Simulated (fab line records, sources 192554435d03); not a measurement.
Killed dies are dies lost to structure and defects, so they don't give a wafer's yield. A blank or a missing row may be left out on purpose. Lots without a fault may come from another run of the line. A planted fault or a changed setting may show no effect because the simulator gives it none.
Chamber matching | flow n5_finfet | N5_BEOL_M1_PECVD_72 on pecvd-02: 3 sister chambers
The step deposits SiO2 from TEOS/O2, target thk 16 nm, time 18 s. 3 wafers are shown with their chamber, then 7 later ones without.

WAFERS WITH THEIR CHAMBER
wafer  | chamber | throttle_valve_pct (%)
L912.5 | 0       | 24.4
L914.1 | 1       | 23.1
L914.3 | 2       | 21.9

WAFERS WITHOUT THEIR CHAMBER
wafer  | throttle_valve_pct (%)
L914.5 | 21.9
L917.1 | 23.0
L917.3 | 24.4
L917.6 | 22.8
L926.2 | 21.9
L926.3 | 24.1
L926.4 | 22.6

WHICH CHAMBER EACH WENT THROUGH
wafer  | from the rows above     | in truth
L914.5 | 2                       | 2
L917.1 | 1                       | 1
L917.3 | 0                       | 0
L917.6 | 1                       | 1
L926.2 | 2                       | 2
L926.3 | 0                       | 0
L926.4 | can't be placed: 1 or 2 | 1
Placed correctly: 6 of 7. Can't be placed from these rows: 1 (the true chamber is among the candidates in 1). Placed wrongly: 0.
How it was worked out, from the rows above alone: a wafer's distance from a chamber is the root of the sum, over the readings, of the square of ((its reading less the chamber's mean) divided by the reading's scatter). The wafer belongs to the nearest chamber; if the next one is less than 2 further off, it can't be placed. A chamber's mean is the mean of its shown wafers. The scatter: with one shown wafer a chamber, the root of the mean of the squares of how far each hidden wafer lies from its nearest shown one.
